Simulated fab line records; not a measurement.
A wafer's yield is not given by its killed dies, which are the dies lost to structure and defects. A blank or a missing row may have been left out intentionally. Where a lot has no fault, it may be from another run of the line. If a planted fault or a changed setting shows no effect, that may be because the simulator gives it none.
fab line records	flow nand-harc
record: lots: 24	wafers: 72	last-day: 25
route steps=1159 shown P_M0@265 P_M1@299
lots untouched by any fault: they come from a run of this same line in which no faults occurred
start-h: the number of hours between the record's first day and the start of the first shown wafer of the lot	wait-h: how many hours have passed since the lot's step before this one	" the same as in the row above	L1.1+2: one row covering several wafers at once	- either no value or no given start	* or withheld: withheld	< > ~ a bound
route shown NAME@n: NAME is a module with steps in the file, n the number in the route of the first one	usual: mean and standard deviation over wafers with no fault	same: alike in all rows	chamber/n: place in a boat	sites: readings site by site	_std_site: standard deviation across them	_edge_site: inner sites' mean taken away from outer sites' mean	radius-mm: for every site, how far away it sits from the centre of the wafer	mask NAME#n: copy n	behind: the last tool/chamber to shape the wafer	hold: the reason the lot was held/the length of the hold in hours/how it ended	device: the transistor (n, p or np) that didn't switch	end of line: the same wafers' tests at the end of the route	step lacking rows: just its recipe	killed: dies that structure and defects cost at the first sort, which is not the same as the wafer's yield	map: dies across one wafer; x = killed, . = not, _ = none there
set.NAME: the setting the step ran with; set.NAME@STEP: the setting that earlier step ran with	model.NAME: the simulator's own value behind a step, which no gauge read
route steps across a sampled set of lots; one table per step, one row per wafer
services: from which hour (start-h, from the record's first day; less than 0 if before it) a tool's chamber was out of use, for how many hours, and why
== steps ==
step: NHARC_P_M0_INSPECT_11
usual: raw-defect-count: 3.5/2.3
lot.wafer	tool	chamber	start-h	wait-h	raw-defect-count
L074.1	defect-inspect-02	-	116.57	0.0	3
L074.5	"	-	"	"	2
L074.6	"	-	"	"	2
L075.2	defect-inspect-01	-	118.39	0.1	3
L075.3	"	-	"	"	3
L075.4	"	-	"	"	5
L076.3	defect-inspect-01	-	129.86	0.0	4
L076.4	"	-	"	"	3
L076.5	"	-	"	"	5
L077.3	defect-inspect-02	-	132.69	0.0	3
L077.4	"	-	"	"	3
L077.6	"	-	"	"	1
L078.2	defect-inspect-02	-	143.61	0.0	3
L078.5	"	-	"	"	4
L078.6	"	-	"	"	2
L079.4	defect-inspect-01	-	144.01	0.0	5
L079.5	"	-	"	"	2
L079.6	"	-	"	"	4
L081.1	defect-inspect-01	-	151.23	0.0	4
L081.3	"	-	"	"	3
L081.4	"	-	"	"	5
L080.2	defect-inspect-01	-	151.97	0.1	3
L080.5	"	-	"	"	1
L080.6	"	-	"	"	2
L083.1	defect-inspect-02	-	168.40	0.0	1
L083.4	"	-	"	"	3
L083.6	"	-	"	"	3
L082.2	defect-inspect-02	-	171.07	0.0	10
L082.5	"	-	"	"	7
L082.6	"	-	"	"	7
L084.4	defect-inspect-01	-	179.05	0.0	7
L084.5	"	-	"	"	7
L084.6	"	-	"	"	12
L085.2	defect-inspect-01	-	193.75	0.0	0
L085.3	"	-	"	"	3
L085.5	"	-	"	"	6
L086.1	defect-inspect-01	-	194.86	0.0	1
L086.2	"	-	"	"	5
L086.3	"	-	"	"	0
L087.1	defect-inspect-01	-	199.40	0.0	4
L087.4	"	-	"	"	4
L087.5	"	-	"	"	5
L088.1	defect-inspect-01	-	201.56	0.0	3
L088.5	"	-	"	"	8
L088.6	"	-	"	"	6
L090.3	defect-inspect-02	-	216.98	0.0	2
L090.5	"	-	"	"	1
L090.6	"	-	"	"	6
L089.1	defect-inspect-02	-	217.14	0.0	4
L089.2	"	-	"	"	3
L089.5	"	-	"	"	3
L092.2	defect-inspect-02	-	220.71	0.0	7
L092.3	"	-	"	"	4
L092.6	"	-	"	"	4
L091.1	defect-inspect-01	-	221.66	0.0	1
L091.4	"	-	"	"	5
L091.6	"	-	"	"	3
L093.3	defect-inspect-02	-	227.05	0.0	2
L093.4	"	-	"	"	2
L093.6	"	-	"	"	9
L094.1	defect-inspect-01	-	234.11	0.0	3
L094.3	"	-	"	"	0
L094.4	"	-	"	"	2
L095.2	defect-inspect-02	-	240.56	0.0	1
L095.4	"	-	"	"	2
L095.5	"	-	"	"	7
L096.1	defect-inspect-02	-	241.98	0.0	3
L096.2	"	-	"	"	5
L096.5	"	-	"	"	1
L097.2	defect-inspect-02	-	254.63	0.0	0
L097.3	"	-	"	"	1
L097.5	"	-	"	"	2
step: NHARC_P_M0_ANNEAL_30
recipe: temp-c: 225	time-s: 90
usual: wafer_temp_C_max: 226.4/0.4
same: time-s: 90
lot.wafer	tool	chamber	start-h	wait-h	wafer_temp_C_max
L074.1	rtp-anneal-01	0	118.29	-	226.6
L074.5	"	0	"	"	226.8
L074.6	"	0	"	"	226.6
L075.2	rtp-anneal-02	0	120.30	-	226.0
L075.3	"	0	"	"	225.9
L075.4	"	0	"	"	226.0
L076.3	rtp-anneal-02	0	131.74	0.3	226.1
L076.4	"	0	"	"	226.0
L076.5	"	0	"	"	226.0
L077.3	rtp-anneal-01	0	134.56	-	226.7
L077.4	"	0	"	"	226.8
L077.6	"	0	"	"	226.1
L078.2	rtp-anneal-01	0	145.47	-	226.5
L078.5	"	0	"	"	226.4
L078.6	"	0	"	"	227.2
L079.4	rtp-anneal-01	0	146.06	0.4	226.5
L079.5	"	0	"	"	226.8
L079.6	"	0	"	"	226.5
L081.1	rtp-anneal-01	0	153.07	-	226.3
L081.3	"	0	"	"	226.7
L081.4	"	0	"	"	226.6
L080.2	rtp-anneal-01	0	153.92	-	226.6
L080.5	"	0	"	"	226.6
L080.6	"	0	"	"	226.7
L083.1	rtp-anneal-02	0	170.14	-	226.1
L083.4	"	0	"	"	226.1
L083.6	"	0	"	"	226.1
L082.2	rtp-anneal-02	0	172.85	-	226.1
L082.5	"	0	"	"	226.1
L082.6	"	0	"	"	225.9
L084.4	rtp-anneal-01	0	180.97	0.4	226.3
L084.5	"	0	"	"	226.4
L084.6	"	0	"	"	226.9
L085.2	rtp-anneal-01	0	195.51	0.3	226.7
L085.3	"	0	"	"	226.8
L085.5	"	0	"	"	226.5
L086.1	rtp-anneal-01	0	196.59	0.3	226.7
L086.2	"	0	"	"	226.4
L086.3	"	0	"	"	226.4
L087.1	rtp-anneal-01	0	201.28	0.4	226.7
L087.4	"	0	"	"	226.3
L087.5	"	0	"	"	226.6
L088.1	rtp-anneal-02	0	203.48	-	226.5
L088.5	"	0	"	"	226.3
L088.6	"	0	"	"	226.2
L090.3	rtp-anneal-01	0	218.81	0.3	226.8
L090.5	"	0	"	"	226.7
L090.6	"	0	"	"	226.6
L089.1	rtp-anneal-02	0	218.98	0.3	225.8
L089.2	"	0	"	"	226.0
L089.5	"	0	"	"	225.5
L092.2	rtp-anneal-01	0	222.67	-	226.4
L092.3	"	0	"	"	227.1
L092.6	"	0	"	"	226.1
L091.1	rtp-anneal-01	0	223.59	0.4	226.7
L091.4	"	0	"	"	226.4
L091.6	"	0	"	"	226.9
L093.3	rtp-anneal-02	0	228.91	0.3	225.8
L093.4	"	0	"	"	225.7
L093.6	"	0	"	"	225.8
L094.1	rtp-anneal-01	0	236.15	-	226.2
L094.3	"	0	"	"	226.1
L094.4	"	0	"	"	226.4
L095.2	rtp-anneal-02	0	242.37	-	225.9
L095.4	"	0	"	"	225.3
L095.5	"	0	"	"	226.4
L096.1	rtp-anneal-01	0	243.76	0.3	227.1
L096.2	"	0	"	"	226.3
L096.5	"	0	"	"	226.7
L097.2	rtp-anneal-01	0	256.49	-	227.2
L097.3	"	0	"	"	226.7
L097.5	"	0	"	"	226.6
step: NHARC_P_M0_CMP_23
recipe: t-overpolish-s: 20	target-thk-nm: 117.53
usual: motor-current-A: 12.6/1.1	time-to-endpoint-s: 28/3.4
lot.wafer	tool	chamber	start-h	wait-h	motor-current-A	time-to-endpoint-s
L074.1	cmp-03	1	118.69	-	12.7	30
L074.5	"	3	"	"	14.0	31
L074.6	"	0	"	"	12.2	25
L075.2	cmp-03	3	120.59	-	12.7	26
L075.4	"	1	"	"	13.5	30
L075.3	"	2	"	"	13.0	33
L076.3	cmp-01	2	132.01	-	14.3	27
L076.4	"	3	"	"	11.9	27
L076.5	"	2	"	"	14.3	28
L077.3	cmp-01	1	134.81	-	11.3	33
L077.4	"	2	"	"	13.5	28
L077.6	"	2	"	"	13.7	28
L078.2	cmp-01	0	145.76	-	12.7	22
L078.5	"	0	"	"	12.7	24
L078.6	"	1	"	"	11.1	27
L079.4	cmp-03	2	146.31	-	12.0	33
L079.5	"	0	"	"	12.1	23
L079.6	"	1	"	"	13.5	30
L081.4	cmp-04	3	153.42	-	12.6	34
L081.3	"	0	"	"	11.5	33
L081.1	"	1	"	"	12.3	31
L080.2	cmp-01	3	154.30	-	12.1	24
L080.5	"	0	"	"	13.2	26
L080.6	"	1	"	"	11.7	28
L083.1	cmp-03	3	170.49	-	13.0	30
L083.4	"	2	"	"	13.9	34
L083.6	"	3	"	"	13.5	30
L082.2	cmp-01	2	173.15	-	14.0	26
L082.6	"	2	"	"	13.8	26
L082.5	"	3	"	"	11.9	22
L084.4	cmp-03	1	181.16	-	13.4	27
L084.6	"	1	"	"	12.7	26
L084.5	"	2	"	"	12.9	30
L085.3	cmp-03	3	195.81	-	13.0	25
L085.2	"	1	"	"	13.2	27
L085.5	"	0	"	"	12.4	23
L086.1	cmp-03	3	196.94	-	14.2	28
L086.3	"	0	"	"	11.7	26
L086.2	"	2	"	"	13.2	32
L087.1	cmp-04	0	201.62	-	11.0	31
L087.4	"	1	"	"	12.5	32
L087.5	"	1	"	"	12.8	31
L088.1	cmp-03	0	203.82	-	11.9	21
L088.6	"	0	"	"	12.4	20
L088.5	"	1	"	"	13.2	26
L090.3	cmp-03	1	219.05	-	13.3	26
L090.6	"	1	"	"	13.6	26
L090.5	"	2	"	"	12.8	28
L089.2	cmp-01	2	219.33	-	14.1	30
L089.1	"	0	"	"	12.9	27
L089.5	"	3	"	"	11.8	29
L092.2	cmp-01	1	223.02	-	10.9	30
L092.3	"	2	"	"	13.6	28
L092.6	"	0	"	"	13.2	28
L091.4	cmp-01	2	223.94	-	14.1	31
L091.1	"	0	"	"	12.6	24
L091.6	"	2	"	"	13.6	26
L093.4	cmp-03	2	229.21	-	13.0	29
L093.3	"	3	"	"	13.9	28
L093.6	"	0	"	"	12.2	22
L094.4	cmp-04	2	236.52	-	9.5	31
L094.3	"	3	"	"	12.9	35
L094.1	"	0	"	"	11.6	33
L095.4	cmp-01	0	242.69	-	13.3	26
L095.2	"	2	"	"	13.9	29
L095.5	"	3	"	"	11.5	25
L096.1	cmp-03	2	244.13	-	12.7	33
L096.2	"	0	"	"	12.2	24
L096.5	"	3	"	"	13.6	29
L097.2	cmp-01	1	256.80	-	10.8	33
L097.3	"	0	"	"	13.0	27
L097.5	"	1	"	"	11.7	32
step: NHARC_P_M0_DEP_32
recipe: target-thk-a: 300	temp-c: 370	target-thk-nm: 30	pressure-torr: 3	flow-sccm: 200	rf-w: 450	material: SiCN
usual: heater-power-w: 570/96
lot.wafer	tool	chamber	start-h	wait-h	heater-power-w
L074.1	pecvd-04	1	119.29	0.1	576
L074.6	"	0	"	"	544
L074.5	"	1	"	"	571
L075.2	pecvd-04	0	121.25	0.1	584
L075.3	"	1	"	"	600
L075.4	"	0	"	"	570
L076.3	pecvd-03	0	132.69	0.1	536
L076.4	"	1	"	"	548
L076.5	"	2	"	"	461
L077.3	pecvd-04	2	135.47	0.1	447
L077.4	"	1	"	"	577
L077.6	"	0	"	"	556
L078.2	pecvd-03	0	146.38	0.1	665
L078.5	"	0	"	"	667
L078.6	"	1	"	"	588
L079.5	pecvd-03	0	147.00	0.2	647
L079.6	"	1	"	"	471
L079.4	"	2	"	"	532
L081.1	pecvd-04	2	154.03	0.1	525
L081.3	"	0	"	"	514
L081.4	"	1	"	"	593
L080.2	pecvd-04	2	156.29	0.1	534
L080.5	"	0	"	"	544
L080.6	"	1	"	"	498
L083.1	pecvd-04	2	171.20	0.1	469
L083.6	"	1	"	"	624
L083.4	"	2	"	"	475
L082.2	pecvd-03	1	173.85	0.1	568
L082.6	"	2	"	"	481
L082.5	"	0	"	"	655
L084.5	pecvd-03	2	181.91	0.2	489
L084.6	"	0	"	"	654
L084.4	"	1	"	"	555
L085.3	pecvd-02	1	196.42	0.1	676
L085.2	"	0	"	"	466
L085.5	"	1	"	"	665
L086.1	pecvd-02	1	197.57	0.1	538
L086.2	"	2	"	"	723
L086.3	"	0	"	"	499
L087.1	pecvd-02	2	202.39	0.1	801
L087.5	"	2	"	"	783
L087.4	"	0	"	"	441
L088.1	pecvd-02	1	204.53	0.1	601
L088.5	"	2	"	"	730
L088.6	"	1	"	"	605
L090.3	pecvd-03	1	219.72	0.1	574
L090.5	"	0	"	"	574
L090.6	"	2	"	"	440
L089.1	pecvd-02	1	219.99	0.1	615
L089.2	"	2	"	"	772
L089.5	"	2	"	"	790
L092.2	pecvd-02	2	223.66	0.1	783
L092.3	"	1	"	"	544
L092.6	"	1	"	"	544
L091.1	pecvd-02	0	224.57	0.1	442
L091.6	"	1	"	"	557
L091.4	"	2	"	"	674
L093.3	pecvd-02	0	229.82	0.1	497
L093.6	"	2	"	"	640
L093.4	"	1	"	"	672
L094.3	pecvd-02	1	237.11	0.1	675
L094.1	"	2	"	"	773
L094.4	"	1	"	"	557
L095.2	pecvd-03	2	243.37	0.1	452
L095.4	"	1	"	"	558
L095.5	"	2	"	"	444
L096.1	pecvd-02	0	244.74	0.1	484
L096.2	"	1	"	"	595
L096.5	"	0	"	"	485
L097.3	pecvd-04	1	257.46	0.1	603
L097.2	"	2	"	"	520
L097.5	"	1	"	"	603
step: NHARC_P_M1_ETCH_35
recipe: target-depth-a: 400	overetch-a: 120	time-s: 43.94	ion-energy-ev: 200	n2-flow-sccm: 150	h2-flow-sccm: 150	ar-flow-sccm: 0	rf-w: 400	bias-w: 150	chemistry: N2/H2
usual: drypump-motor-current-A: 5.69/0.29	oes-product-au: 1.002/0.01	rf-vpp-V: 430.7/2.9	showerhead-plenum-p-Torr: 2.05/0.097	throttle-valve-pct: 14.171/0.0088
same: time-s: 43.94
lot.wafer	tool	chamber	start-h	wait-h	drypump-motor-current-A	oes-product-au	rf-hours-counter-h	rf-vpp-V	showerhead-plenum-p-Torr	throttle-valve-pct
L074.1	rie-diel-01	3	120.65	0.1	6.18	1.001	4	430.3	2.02	14.171
L074.5	"	3	"	"	6.18	1.010	-	430.0	2.02	14.165
L074.6	"	1	"	"	6.03	1.002	-	431.6	2.06	14.166
L075.2	rie-diel-01	3	122.62	0.1	6.15	1.005	4	430.0	2.02	14.174
L075.3	"	1	"	"	6.08	1.005	4	431.2	2.06	14.170
L075.4	"	3	"	"	6.15	0.996	-	429.7	2.02	14.172
L076.3	rie-diel-08	0	134.18	0.1	6.06	1.016	0	429.5	2.01	14.156
L076.4	"	2	"	"	5.76	0.991	0	435.4	2.20	14.178
L076.5	"	3	"	"	5.41	1.010	-	428.5	1.94	14.165
L077.3	rie-diel-07	0	137.08	0.2	5.28	1.009	8	432.6	2.11	14.178
L077.4	"	1	"	"	5.85	0.984	7	434.6	2.18	14.173
L077.6	"	3	"	"	5.41	0.998	-	426.6	1.98	14.151
L078.2	rie-diel-07	2	147.87	0.1	5.70	0.996	7	425.8	1.91	14.170
L078.6	"	1	"	"	5.86	0.982	-	434.0	2.18	14.178
L078.5	"	2	"	"	5.68	0.996	-	424.8	1.91	14.184
L079.4	rie-diel-07	1	148.72	0.4	5.89	0.988	8	434.3	2.18	14.177
L079.5	"	3	"	"	5.44	0.999	-	427.8	1.98	14.184
L079.6	"	0	"	"	5.30	1.005	-	433.2	2.11	14.182
L081.4	rie-diel-08	0	155.53	0.1	6.07	1.013	1	428.8	2.01	14.172
L081.3	"	2	"	"	5.77	0.991	2	433.1	2.20	14.174
L081.1	"	3	"	"	5.42	1.008	1	426.9	1.94	14.162
L080.2	rie-diel-08	2	158.34	0.6	5.76	0.991	2	435.1	2.20	14.170
L080.5	"	0	"	"	6.08	1.000	-	429.3	2.01	14.171
L080.6	"	1	"	"	5.56	0.999	-	428.0	1.98	14.181
L083.1	rie-diel-01	1	172.51	0.1	6.04	1.023	1	431.7	2.06	14.169
L083.4	"	2	"	"	5.36	0.996	1	434.8	2.19	14.179
L083.6	"	1	"	"	6.03	1.016	-	430.6	2.06	14.176
L082.2	rie-diel-07	3	175.29	0.1	5.44	0.992	11	429.9	1.98	14.173
L082.5	"	1	"	"	5.87	0.994	-	432.9	2.18	14.177
L082.6	"	2	"	"	5.65	0.986	-	426.8	1.91	14.168
L084.4	rie-diel-08	3	183.30	0.1	5.39	1.015	3	425.6	1.94	14.164
L084.6	"	2	"	"	5.76	0.999	-	435.5	2.20	14.155
L084.5	"	3	"	"	5.41	1.017	-	428.1	1.94	14.164
L085.2	rie-diel-01	3	197.81	0.1	6.17	1.002	1	429.4	2.02	14.184
L085.3	"	0	"	"	5.40	0.993	1	429.6	1.99	14.179
L085.5	"	1	"	"	6.05	1.015	-	432.4	2.06	14.153
L086.1	rie-diel-08	2	198.97	0.1	5.78	0.997	4	435.5	2.20	14.189
L086.2	"	3	"	"	5.43	1.014	3	427.1	1.94	14.172
L086.3	"	0	"	"	6.07	1.001	4	429.3	2.01	14.179
L087.1	rie-diel-01	0	203.75	0.1	5.41	0.993	1	428.2	1.99	14.147
L087.4	"	1	"	"	6.06	1.025	1	430.8	2.06	14.177
L087.5	"	2	"	"	5.35	1.000	-	435.8	2.19	14.177
L088.1	rie-diel-08	2	206.06	0.1	5.76	1.002	5	435.1	2.20	14.154
L088.6	"	2	"	"	5.76	1.002	-	435.6	2.20	14.177
L088.5	"	3	"	"	5.44	1.021	-	427.7	1.94	14.176
L090.3	rie-diel-07	0	221.07	0.1	5.28	1.002	14	432.6	2.11	14.164
L090.5	"	1	"	"	5.87	0.986	-	434.8	2.17	14.171
L090.6	"	2	"	"	5.67	0.988	-	426.3	1.91	14.172
L089.2	rie-diel-01	1	221.48	0.1	6.06	1.008	2	431.9	2.06	14.178
L089.1	"	3	"	"	6.15	0.996	2	430.5	2.02	14.161
L089.5	"	0	"	"	5.43	0.992	-	429.0	1.99	14.185
L092.3	rie-diel-07	2	225.29	0.1	5.66	0.992	14	425.3	1.91	14.161
L092.2	"	0	"	"	5.29	1.005	15	431.8	2.11	14.171
L092.6	"	3	"	"	5.45	0.993	-	428.6	1.98	14.173
L091.1	rie-diel-08	1	225.95	0.1	5.56	1.007	5	427.9	1.98	14.162
L091.4	"	2	"	"	5.75	1.002	6	434.7	2.20	14.157
L091.6	"	1	"	"	5.57	1.005	-	428.7	1.98	14.167
L093.3	rie-diel-01	1	231.33	0.1	6.07	1.011	2	430.3	2.06	14.178
L093.4	"	3	"	"	6.19	0.995	2	430.7	2.02	14.176
L093.6	"	2	"	"	5.36	0.990	-	433.9	2.19	14.177
L094.3	rie-diel-07	1	238.64	0.1	5.84	0.996	0	433.8	2.17	14.178
L094.4	"	2	"	"	5.67	0.998	0	426.1	1.91	14.168
L094.1	"	0	"	"	5.30	1.021	0	432.5	2.11	14.172
L095.2	rie-diel-08	3	244.81	0.1	5.42	1.001	5	427.8	1.94	14.164
L095.4	"	1	"	"	5.60	1.005	6	428.6	1.98	14.167
L095.5	"	0	"	"	6.06	1.000	-	430.0	2.01	14.180
L096.2	rie-diel-08	0	246.14	0.1	6.06	1.008	6	429.4	2.01	14.163
L096.1	"	3	"	"	5.43	1.017	5	427.2	1.94	14.178
L096.5	"	1	"	"	5.58	1.012	-	429.4	1.98	14.170
L097.3	rie-diel-01	1	258.92	0.1	6.03	1.023	3	431.1	2.06	14.199
L097.2	"	2	"	"	5.38	0.999	3	433.6	2.19	14.173
L097.5	"	2	"	"	5.36	0.994	-	436.6	2.19	14.153
step: NHARC_P_M1_DEP_33
recipe: target-thk-a: 300	temp-c: 370	target-thk-nm: 30	pressure-torr: 3	flow-sccm: 200	rf-w: 450	material: SiCN
usual: heater-power-w: 553/66
lot.wafer	tool	chamber	start-h	wait-h	heater-power-w
L074.1	pecvd-02	0	123.37	0.1	484
L074.6	"	2	"	"	741
L074.5	"	1	"	"	599
L075.3	pecvd-04	1	125.29	0.1	595
L075.2	"	2	"	"	522
L075.4	"	2	"	"	531
L076.3	pecvd-04	0	136.91	0.1	556
L076.4	"	2	"	"	531
L076.5	"	1	"	"	549
L077.3	pecvd-03	2	140.22	0.1	539
L077.4	"	1	"	"	513
L077.6	"	2	"	"	532
L078.2	pecvd-03	2	150.55	0.1	517
L078.5	"	2	"	"	538
L078.6	"	0	"	"	554
L079.5	pecvd-03	1	151.54	0.2	526
L079.6	"	2	"	"	431
L079.4	"	0	"	"	639
L081.1	pecvd-04	1	159.30	0.1	505
L081.3	"	0	"	"	527
L081.4	"	2	"	"	514
L080.2	pecvd-04	2	161.01	0.1	533
L080.6	"	1	"	"	580
L080.5	"	2	"	"	533
L083.1	pecvd-03	0	175.24	0.1	602
L083.6	"	0	"	"	577
L083.4	"	1	"	"	483
L082.2	pecvd-03	0	178.01	0.1	560
L082.5	"	1	"	"	474
L082.6	"	2	"	"	463
L084.5	pecvd-03	0	186.10	0.2	617
L084.6	"	1	"	"	569
L084.4	"	2	"	"	459
L085.2	pecvd-03	0	200.52	0.1	647
L085.3	"	1	"	"	564
L085.5	"	1	"	"	555
L086.3	pecvd-02	2	201.60	0.1	686
L086.1	"	0	"	"	462
L086.2	"	1	"	"	565
L087.1	pecvd-03	0	206.72	0.1	598
L087.5	"	1	"	"	531
L087.4	"	2	"	"	524
L088.1	pecvd-04	2	208.78	0.1	455
L088.5	"	1	"	"	528
L088.6	"	0	"	"	581
L090.3	pecvd-03	1	223.80	0.1	557
L090.6	"	0	"	"	641
L090.5	"	1	"	"	540
L089.1	pecvd-03	1	224.49	0.1	529
L089.2	"	2	"	"	502
L089.5	"	0	"	"	649
L092.2	pecvd-03	2	227.96	0.1	505
L092.3	"	0	"	"	664
L092.6	"	2	"	"	494
L091.1	pecvd-03	2	228.76	0.1	526
L091.4	"	1	"	"	563
L091.6	"	2	"	"	542
L093.3	pecvd-02	2	234.03	0.1	721
L093.4	"	2	"	"	735
L093.6	"	0	"	"	465
L094.3	pecvd-03	0	241.33	0.1	646
L094.1	"	1	"	"	525
L094.4	"	1	"	"	509
L095.2	pecvd-02	1	247.55	0.1	579
L095.4	"	1	"	"	596
L095.5	"	1	"	"	576
L096.1	pecvd-02	1	248.87	0.1	622
L096.2	"	0	"	"	480
L096.5	"	0	"	"	471
L097.3	pecvd-04	2	261.60	0.1	429
L097.2	"	0	"	"	556
L097.5	"	2	"	"	433
== services ==
tool	chamber	start-h	hours	kind
cmp-01	-	94.78	13.5	repair
rie-diel-01	1	99.33	2.6	repair
pecvd-03	-	111.07	13.0	pm
rie-diel-01	3	113.34	2.7	repair
rie-diel-01	0	113.89	10.6	repair
rie-diel-08	-	124.82	9.0	pm
cmp-03	-	136.97	4.2	repair
rie-diel-01	-	137.80	9.0	pm
rie-diel-07	0	144.38	1.3	repair
pecvd-02	-	153.13	13.0	pm
pecvd-03	-	154.35	5.4	repair
cmp-03	-	160.36	4.0	pm
rie-diel-08	3	174.32	3.6	repair
rie-diel-08	1	175.28	5.2	repair
cmp-01	-	179.69	4.0	pm
cmp-03	-	186.84	3.4	repair
rie-diel-08	3	186.98	3.7	repair
pecvd-04	-	195.48	13.0	pm
rie-diel-07	-	228.20	9.0	pm
pecvd-04	1	229.94	5.4	repair
cmp-03	-	239.48	0.4	repair
pecvd-02	2	245.24	9.3	repair
cmp-03	-	258.39	4.0	pm
rie-diel-01	0	259.30	15.8	repair
== key ==
fault none
